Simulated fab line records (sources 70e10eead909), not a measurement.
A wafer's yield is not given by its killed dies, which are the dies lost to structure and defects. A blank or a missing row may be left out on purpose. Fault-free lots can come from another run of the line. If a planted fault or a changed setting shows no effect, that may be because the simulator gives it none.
fab line records | flow nand_harc
record: lots: 5 wafers: 15 last_day: 32
route steps=1302 shown A_CHANNEL_HOLE_D1@480 A_CHANNEL_FILL_D1@490 A_DECK1_JOINT@518 END@1301
lots that met no fault: from a run of the same line without faults
start_h: hours from the record's opening day to when the first of the lot's shown wafers began | wait_h: hours elapsed since this lot's preceding step | " repeats the value in the row above | L1.1+2: a single row standing in for several wafers | - value missing, or start not given | * or withheld: withheld | < > ~ a bound
route shown NAME@n: NAME is a module with steps in the file, n the number in the route of the first one | usual: mean/standard deviation taken from wafers without a fault | same: alike in all rows | chamber/n: place in a boat | sites: each site's reading | _std_site: their standard deviation | _edge_site: inner sites' mean taken away from outer sites' mean | radius_mm: how far each site lies from the wafer's centre | mask NAME#n: copy n | behind: the last tool/chamber to shape the wafer | hold: why the lot went on hold/how many hours it stayed there/how the hold came to an end | device: names the non-switching transistor (n, p or np) | end of line: at the end of the route, the tests of the same wafers | step lacking rows: just its recipe | killed: dies that structure and defects cost at the first sort, which is not the same as the wafer's yield | map: a wafer's dies, marking killed ones x, the rest . and places with no die _
set.NAME: the setting that was run; set.NAME@STEP: the one run at that earlier step | model.NAME: the simulator's own value behind a step, which no gauge read
lots seen at some steps along the route; tables by step, rows by wafer
services: the hour from which a tool's chamber was out of use, counted from the record's first day as start_h (under 0 if before that day), plus the number of hours and why
== steps ==
step: NHARC_A_CHANNEL_HOLE_D1_STRIP_41
recipe: n2_flow_sccm: 150 h2_flow_sccm: 150 ar_flow_sccm: 0 bias_w: 0 chemistry: N2/H2
step: NHARC_A_CHANNEL_HOLE_D1_STRIP_42
recipe: cf4_flow_sccm: 100 chf3_flow_sccm: 30 ar_flow_sccm: 0 bias_w: 0 chemistry: CF4/CHF3
step: NHARC_A_CHANNEL_HOLE_D1_STRIP_43
recipe: o2_flow_sccm: 400 cos_flow_sccm: 20 ar_flow_sccm: 0 bias_w: 0 chemistry: O2/COS
step: NHARC_A_CHANNEL_HOLE_D1_ETCH_44
recipe: target_depth_a: 1400 overetch_a: 140 time_s: 77 ion_energy_ev: 100 cf4_flow_sccm: 80 o2_flow_sccm: 20 ar_flow_sccm: 0 rf_w: 300 bias_w: 100 chemistry: CF4/O2
step: NHARC_A_CHANNEL_HOLE_D1_STRIP_27
recipe: o2_flow_sccm: 500 ar_flow_sccm: 0 bias_w: 0 chemistry: O2
step: NHARC_A_CHANNEL_HOLE_D1_PRECLEAN_28
recipe: time_s: * temp_c: 50 bath_age_min: 0 chemistry: SC1
step: NHARC_A_CHANNEL_HOLE_D1_SRD_29
step: NHARC_A_CHANNEL_HOLE_D1_XSEM_31
recipe: landing_energy_ev: 35000
step: NHARC_A_CHANNEL_FILL_D1_PRECLEAN_00
recipe: time_s: * temp_c: 50 bath_age_min: 0 chemistry: SC1
step: NHARC_A_CHANNEL_FILL_D1_SRD_01
step: NHARC_A_CHANNEL_FILL_D1_ALD_02
recipe: target_thk_a: 60 pulse_time_s: 10 ald_cycles: 60 temp_c: 300 material: SiO2
usual: ald_cycles: 60/0 heater_power_w: 439/42 precursor_pulse_height_rel: 1.000/0.02
columns lot.wafer tool chamber start_h wait_h ald_cycles heater_power_w precursor_pulse_height_rel
L874.2 ald_hk-04 0 252.27 - 60 433 0.964
L874.3 " 1 " " 60 406 1.013
L874.1 " 2 " " 60 435 0.978
L879.4 ald_hk-04 3 307.40 0.1 77 399 1.014
L879.3 " 0 " " 77 409 1.013
L879.5 " 3 " " 77 399 0.997
L880.4 ald_hk-04 0 316.76 - 77 414 1.009
L880.1 " 1 " " 77 424 0.982
L880.6 " 0 " " 77 408 0.989
L881.1 ald_hk-04 2 336.28 - 77 430 0.957
L881.2 " 3 " " 77 396 0.979
L881.6 " 2 " " 77 446 1.023
L889.1 ald_hk-02 1 396.27 - 60 488 1.039
L889.5 " 0 " " 60 451 1.011
L889.6 " 1 " " 60 494 1.010
step: NHARC_A_CHANNEL_FILL_D1_ALD_03
recipe: target_thk_a: 60 pulse_time_s: 60 ald_cycles: 58 temp_c: 630 pressure_torr: 2 material: SiNx
step: NHARC_A_CHANNEL_FILL_D1_ALD_14
recipe: target_thk_a: 25 pulse_time_s: 10 ald_cycles: 25 temp_c: 300 material: SiO2
step: NHARC_A_CHANNEL_FILL_D1_ALD_15
recipe: target_thk_a: 20 pulse_time_s: 60 ald_cycles: 19 temp_c: 630 pressure_torr: 2 material: SiNx
step: NHARC_A_CHANNEL_FILL_D1_ALD_16
recipe: target_thk_a: 15 pulse_time_s: 10 ald_cycles: 15 temp_c: 300 material: SiO2
step: NHARC_A_CHANNEL_FILL_D1_ANNEAL_17
recipe: temp_c: 850 time_s: 1800
step: NHARC_A_CHANNEL_FILL_D1_CVD_18
recipe: target_thk_a: 30 temp_c: 550 material: poly-Si
step: NHARC_A_CHANNEL_FILL_D1_ETCHBACK_19
recipe: target_depth_a: 50 time_s: 1.7 hbr_flow_sccm: 150 cl2_flow_sccm: 50 rf_w: 400 icp_w: 400 bias_w: 100 chemistry: HBr/Cl2
step: NHARC_A_CHANNEL_FILL_D1_ETCHBACK_20
recipe: target_depth_a: 270 time_s: 13.5 c4f8_flow_sccm: withheld o2_flow_sccm: 8 ar_flow_sccm: withheld rf_w: 600 bias_w: 1500 chemistry: C4F8/O2/Ar
step: NHARC_A_CHANNEL_FILL_D1_STRIP_28
recipe: time_s: 20 o2_flow_sccm: 500 ar_flow_sccm: 0 bias_w: 0 chemistry: O2
step: NHARC_A_CHANNEL_FILL_D1_PRECLEAN_21
recipe: time_s: 30 chemistry: dHF
step: NHARC_A_CHANNEL_FILL_D1_SRD_23
step: NHARC_A_CHANNEL_FILL_D1_CVD_05
recipe: target_thk_a: 50 temp_c: 550 material: poly-Si
step: NHARC_A_CHANNEL_FILL_D1_ANNEAL_22
recipe: temp_c: 620 time_s: 7200
step: NHARC_A_CHANNEL_FILL_D1_ALD_25
recipe: target_thk_a: 600 pulse_time_s: 10 ald_cycles: 600 temp_c: 300 material: SiOx
step: NHARC_A_CHANNEL_FILL_D1_ETCHBACK_08
recipe: target_depth_a: 2200 time_s: 110 c4f8_flow_sccm: 20 ar_flow_sccm: withheld rf_w: 600 bias_w: 300 chemistry: C4F8
step: NHARC_A_CHANNEL_FILL_D1_STRIP_29
recipe: time_s: 20 o2_flow_sccm: 500 ar_flow_sccm: 0 bias_w: 0 chemistry: O2
step: NHARC_A_CHANNEL_FILL_D1_PRECLEAN_30
recipe: time_s: 30 chemistry: dHF
step: NHARC_A_CHANNEL_FILL_D1_SRD_31
step: NHARC_A_CHANNEL_FILL_D1_CVD_09
recipe: target_thk_a: 1500 temp_c: 620 pressure_mtorr: 200 time_s: 3000 material: poly-Si
step: NHARC_A_CHANNEL_FILL_D1_CMP_10
recipe: target_thk_nm: 150
step: NHARC_A_CHANNEL_FILL_D1_SRD_12
step: NHARC_A_DECK1_JOINT_ETCHBACK_07
recipe: target_depth_a: 1050 time_s: 26.9 hbr_flow_sccm: 150 rf_w: 350 icp_w: 350 bias_w: 60 chemistry: HBr
step: NHARC_A_DECK1_JOINT_ETCH_25
recipe: target_depth_a: 5 chemistry: dHF material: SiO2
step: NHARC_A_DECK1_JOINT_ETCH_19
recipe: temp_c: 25 target_depth_a: 30 chemistry: TMAH material: poly-Si
step: NHARC_A_DECK1_JOINT_ETCH_18
recipe: target_depth_a: 30 chemistry: dHF material: SiO2
step: NHARC_END_WLT_00
usual: VT_DECK1_BOTTOM: 0.869/0.0079 VT_DECK1_BOTTOM_INNER: 0.870/0.008 VT_DECK1_MEDIAN_NEAR_BOTTOM: 0.871/0.0079 VT_DECK1_MEDIAN_NEAR_BOTTOM_INNER: 0.872/0.0079 VT_DECK1_MIDDLE: 0.883/0.0073 VT_DECK1_MIDDLE_INNER: 0.883/0.0071 VT_DECK1_TOP: 0.894/0.0081 VT_DECK1_TOP_INNER: 0.895/0.0072 VT_DECK2_BOTTOM: 0.871/0.0085 VT_DECK2_BOTTOM_INNER: 0.872/0.0086 VT_DECK2_MEDIAN_NEAR_BOTTOM: 0.872/0.0084 VT_DECK2_MEDIAN_NEAR_BOTTOM_INNER: 0.873/0.0082 VT_DECK2_MIDDLE: 0.885/0.0075 VT_DECK2_MIDDLE_INNER: 0.885/0.0071 VT_DECK2_TOP: 0.896/0.008 VT_DECK2_TOP_INNER: 0.896/0.0076
columns lot.wafer tool chamber start_h wait_h VT_DECK1_BOTTOM VT_DECK1_BOTTOM_INNER VT_DECK1_MEDIAN_NEAR_BOTTOM VT_DECK1_MEDIAN_NEAR_BOTTOM_INNER VT_DECK1_MIDDLE VT_DECK1_MIDDLE_INNER VT_DECK1_TOP VT_DECK1_TOP_INNER VT_DECK2_BOTTOM VT_DECK2_BOTTOM_INNER VT_DECK2_MEDIAN_NEAR_BOTTOM VT_DECK2_MEDIAN_NEAR_BOTTOM_INNER VT_DECK2_MIDDLE VT_DECK2_MIDDLE_INNER VT_DECK2_TOP VT_DECK2_TOP_INNER
L874.1 prober-02 - 624.62 0.1 0.874 0.884 0.876 0.873 0.886 0.889 0.904 0.897 0.873 0.891 0.885 0.890 0.896 0.896 0.900 0.916
L874.2 " - " " 0.880 0.875 0.881 0.875 0.885 0.886 0.896 0.895 0.877 0.881 0.882 0.875 0.898 0.892 0.912 0.898
L874.3 " - " " 0.870 0.869 0.868 0.877 0.883 0.889 0.899 0.893 0.874 0.875 0.879 0.878 0.902 0.891 0.898 0.903
L879.3 prober-01 - 679.02 1.1 0.882 0.873 0.888 0.891 0.900 0.906 0.912 0.912 0.887 0.884 0.891 0.882 0.894 0.893 0.917 0.909
L879.4 " - " " 0.887 0.890 0.896 0.894 0.902 0.901 0.917 0.919 0.877 0.881 0.884 0.884 0.899 0.892 0.910 0.904
L879.5 " - " " 0.880 0.890 0.879 0.892 0.900 0.907 0.914 0.916 0.890 0.888 0.892 0.879 0.892 0.896 0.912 0.910
L880.1 prober-02 - 701.02 0.1 0.893 0.881 0.886 0.896 0.908 0.901 0.914 0.925 0.872 0.874 0.880 0.877 0.893 0.884 0.898 0.902
L880.4 " - 702.51 1.5 0.887 0.888 0.884 0.881 0.902 0.902 0.914 0.920 0.866 0.866 0.867 0.869 0.879 0.880 0.903 0.902
L880.6 " - 703.51 2.5 0.887 0.893 0.888 0.890 0.912 0.902 0.920 0.923 0.871 0.874 0.870 0.873 0.893 0.881 0.896 0.901
L881.1 prober-02 - 708.75 2.8 0.884 0.888 0.892 0.880 0.904 0.901 0.914 0.910 0.873 0.869 0.882 0.871 0.889 0.887 0.898 0.902
L881.2 " - " " 0.889 0.893 0.887 0.893 0.906 0.899 0.917 0.914 0.885 0.886 0.885 0.885 0.900 0.898 0.909 0.903
L881.6 " - 711.25 5.3 0.894 0.894 0.890 0.900 0.908 0.908 0.929 0.923 0.888 0.881 0.885 0.893 0.896 0.895 0.896 0.898
L889.1 prober-02 - 762.23 4.0 0.875 0.874 0.877 0.875 0.888 0.890 0.895 0.895 0.872 0.865 0.869 0.874 0.885 0.889 0.903 0.903
L889.5 " - 764.22 6.0 0.876 0.868 0.875 0.871 0.883 0.888 0.883 0.894 0.873 0.875 0.880 0.877 0.878 0.885 0.901 0.903
L889.6 " - " " 0.878 0.872 0.876 0.878 0.889 0.883 0.894 0.894 0.879 0.881 0.870 0.869 0.888 0.883 0.905 0.892
step: NHARC_END_SORT_01
recipe: temp_c: 25
usual: killed_at_array: 59/21 killed_at_other: 0.8/1.1 killed_at_periphery: 4.1/2.8 killed_dies: 64/20 killed_open: 3.1/1.7 killed_short: 2.4/1.6
same: gross_dies: 677
columns lot.wafer tool chamber start_h wait_h killed_at_array killed_at_other killed_at_periphery killed_dies killed_open killed_short
L874.1 prober-02 0 627.63 2.5 98 3 3 104 4 1
L874.2 prober-02 0 628.43 2.8 90 0 4 94 2 6
L874.3 prober-02 0 629.23 3.1 97 1 2 100 6 1
L879.3 prober-01 0 682.63 3.1 46 0 5 51 6 5
L879.4 prober-01 0 683.42 3.4 40 1 2 43 3 2
L879.5 prober-01 0 684.21 3.7 40 0 3 43 4 1
L880.1 prober-02 0 704.00 2.5 69 0 7 76 6 4
L880.4 prober-02 0 706.38 3.4 64 0 3 67 2 1
L880.6 prober-02 0 707.96 4.0 57 0 4 61 2 0
L881.1 prober-02 0 711.75 2.5 59 0 6 65 7 4
L881.2 prober-02 0 712.55 2.8 39 0 7 46 1 4
L881.6 prober-02 0 715.75 4.0 53 0 5 58 2 1
L889.1 prober-02 0 765.21 2.5 33 0 4 37 1 3
L889.5 prober-02 0 768.44 3.7 24 0 5 29 0 1
L889.6 prober-02 0 769.25 4.0 25 1 4 30 5 2
killed by level:class
L874.1 A_CHANNEL_HOLE_D1:chamber_film_flake=36 A_SLIT:chamber_film_flake=32 A_CHANNEL_HOLE_D2:chamber_film_flake=21 THIN_TSV:chamber_film_flake=3 A_CONTACT:chamber_film_flake=2 P_CONTACT:geometric_particle:open=1 P_M1:geometric_particle:open=1 A_ONON_D2:geometric_particle:open=1
L874.2 A_CHANNEL_HOLE_D2:chamber_film_flake=31 A_SLIT:chamber_film_flake=24 A_CHANNEL_HOLE_D1:chamber_film_flake=22 A_CONTACT:chamber_film_flake=4 A_CHANNEL_FILL_D2:geometric_particle:short=2 P_GATE:geometric_particle:open=1 P_CONTACT:geometric_particle:short=1 A_ONON_D1:geometric_particle:open=1
L874.3 A_SLIT:chamber_film_flake=37 A_CHANNEL_HOLE_D1:chamber_film_flake=27 A_CHANNEL_HOLE_D2:chamber_film_flake=20 A_CHANNEL_FILL_D2:chamber_film_flake=2 A_STAIRCASE:chamber_film_flake=2 P_CONTACT:geometric_particle:open=1 A_ONON_D1:geometric_particle:open=1 A_CHANNEL_FILL_D1:geometric_particle:short=1
L879.3 A_CHANNEL_HOLE_D1:chamber_film_flake=30 A_CHANNEL_HOLE_D2:chamber_film_flake=6 A_ONON_D2:geometric_particle:open=2 P_ZERO_WELL:chamber_film_flake=2 P_CONTACT:geometric_particle:open=1 P_M0:geometric_particle:open=1 A_SOURCE_PLATE:geometric_particle:short=1 A_ONON_D1:geometric_particle:short=1
L879.4 A_CHANNEL_HOLE_D1:chamber_film_flake=27 A_CHANNEL_HOLE_D2:chamber_film_flake=5 A_CONTACT:chamber_film_flake=3 P_ZERO_WELL:chamber_film_flake=2 A_ONON_D1:geometric_particle:open=1 A_DECK1_JOINT:geometric_particle:short=1 A_ONON_D2:geometric_particle:open=1 A_BLC:geometric_particle:open=1
L879.5 A_CHANNEL_HOLE_D1:chamber_film_flake=25 A_CHANNEL_HOLE_D2:chamber_film_flake=6 P_M2:chamber_film_flake=2 A_DECK1_JOINT:chamber_film_flake=2 P_M0:geometric_particle:open=1 A_DECK1_JOINT:geometric_particle:open=1 A_CHANNEL_FILL_D2:geometric_particle:short=1 A_WL_FILL:geometric_particle:open=1
L880.1 A_CHANNEL_HOLE_D1:chamber_film_flake=32 A_SLIT:chamber_film_flake=24 P_M2:chamber_film_flake=3 A_DECK1_JOINT:chamber_film_flake=2 A_STAIRCASE:chamber_film_flake=2 A_SGD_CUT:chamber_film_flake=2 P_GATE:geometric_particle:short=1 P_CONTACT:geometric_particle:open=1
L880.4 A_SLIT:chamber_film_flake=33 A_CHANNEL_HOLE_D1:chamber_film_flake=25 A_SGD_CUT:chamber_film_flake=2 A_CONTACT:chamber_film_flake=2 P_CONTACT:geometric_particle:short=1 P_CONTACT:geometric_particle:open=1 A_CONTACT:geometric_particle:open=1 P_M2:chamber_film_flake=1
L880.6 A_SLIT:chamber_film_flake=30 A_CHANNEL_HOLE_D1:chamber_film_flake=21 P_M2:chamber_film_flake=4 A_CONTACT:chamber_film_flake=2 A_CHANNEL_FILL_D1:geometric_particle:open=1 A_DECK1_JOINT:geometric_particle:open=1 A_ZERO_WELL:chamber_film_flake=1 A_STAIRCASE:chamber_film_flake=1
L881.1 A_CHANNEL_HOLE_D2:chamber_film_flake=30 A_CHANNEL_HOLE_D1:chamber_film_flake=8 A_SLIT:chamber_film_flake=4 A_STAIRCASE:chamber_film_flake=3 A_CONTACT:chamber_film_flake=3 P_CONTACT:geometric_particle:open=2 P_CONTACT:chamber_film_flake=2 A_M1:chamber_film_flake=2
L881.2 A_CHANNEL_HOLE_D2:chamber_film_flake=14 A_CHANNEL_HOLE_D1:chamber_film_flake=8 A_SLIT:chamber_film_flake=6 P_GATE:chamber_film_flake=3 A_CONTACT:chamber_film_flake=3 A_CHANNEL_FILL_D1:geometric_particle:short=2 P_CONTACT:chamber_film_flake=2 P_M0:geometric_particle:short=1
L881.6 A_CHANNEL_HOLE_D2:chamber_film_flake=23 A_CHANNEL_HOLE_D1:chamber_film_flake=11 A_CONTACT:chamber_film_flake=6 A_CHANNEL_FILL_D1:chamber_film_flake=5 P_GATE:chamber_film_flake=3 A_SLIT:chamber_film_flake=3 P_M0:geometric_particle:open=1 A_ONON_D1:geometric_particle:open=1
L889.1 A_CHANNEL_HOLE_D1:chamber_film_flake=14 A_SLIT:chamber_film_flake=6 A_STAIRCASE:chamber_film_flake=4 A_M0:geometric_particle:short=2 P_ZERO_WELL:chamber_film_flake=2 A_CONTACT:chamber_film_flake=2 A_CHANNEL_FILL_D1:geometric_particle:short=1 A_CONTACT:geometric_particle:open=1
L889.5 A_CHANNEL_HOLE_D1:chamber_film_flake=10 A_SLIT:chamber_film_flake=7 P_ZERO_WELL:chamber_film_flake=4 A_WL_FILL:chamber_film_flake=3 A_CHANNEL_HOLE_D2:geometric_particle:short=1 P_GATE:chamber_film_flake=1 A_CHANNEL_FILL_D1:chamber_film_flake=1 A_CONTACT:chamber_film_flake=1
L889.6 A_CHANNEL_HOLE_D1:chamber_film_flake=10 A_SLIT:chamber_film_flake=4 P_ZERO_WELL:chamber_film_flake=2 A_CHANNEL_HOLE_D2:chamber_film_flake=2 A_SOURCE_PLATE:geometric_particle:open=1 A_ONON_D1:geometric_particle:open=1 A_CHANNEL_HOLE_D1:geometric_particle:open=1 A_WL_FILL:geometric_particle:short=1
== services ==
columns tool chamber start_h hours kind
ald_hk-04 1 257.90 10.0 vent_cycle
ald_hk-04 2 257.90 10.0 vent_cycle
ald_hk-04 0 267.90 - clean
ald_hk-04 1 267.90 - clean
ald_hk-04 2 267.90 - clean
ald_hk-04 3 267.90 - clean
ald_hk-02 - 269.20 0.3 repair
ald_hk-02 - 348.27 10.0 pm
ald_hk-02 0 348.27 10.0 vent_cycle
ald_hk-02 1 348.27 10.0 vent_cycle
ald_hk-02 2 348.27 10.0 vent_cycle
ald_hk-02 3 348.27 10.0 vent_cycle
ald_hk-04 - 353.48 1.6 repair
ald_hk-02 0 358.27 - clean
ald_hk-02 1 358.27 - clean
ald_hk-02 2 358.27 - clean
ald_hk-02 3 358.27 - clean
== key ==
first_sign: step: NHARC_A_CHANNEL_FILL_D1_ALD_02 reading: ald_cycles direction: up sigmas: 99+ usual: 60 struck: 77
effect: step: NHARC_END_WLT_00 reading: VT_DECK1_TOP_INNER direction: up sigmas: 3.2 usual: 0.895 struck: 0.918
met_at NHARC_A_CHANNEL_FILL_D1_ALD_02
struck_wafers L879.3,L879.4,L879.5,L880.1,L880.4,L880.6,L881.1,L881.2,L881.6
tester_left_out L879,L880,L881
onset_between 252.27 307.40
fault: kind: process_parameter_drift tool: ald_hk-04 chamber: - onset_h: 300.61 steps: NHARC_A_CHANNEL_FILL_D1_ALD_02 channel: ald_cycles offset: 17 shape: step end_h: 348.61 acts_in: these_recipes_only stated: 60
tester_left_out: of these lots the tester's yield and bins aren't shown, on N5 and GAA mostly nor the transistor test; their killed dies are dies lost to structure and defects alone, not to doping, threshold or leakage, so they don't give the yield
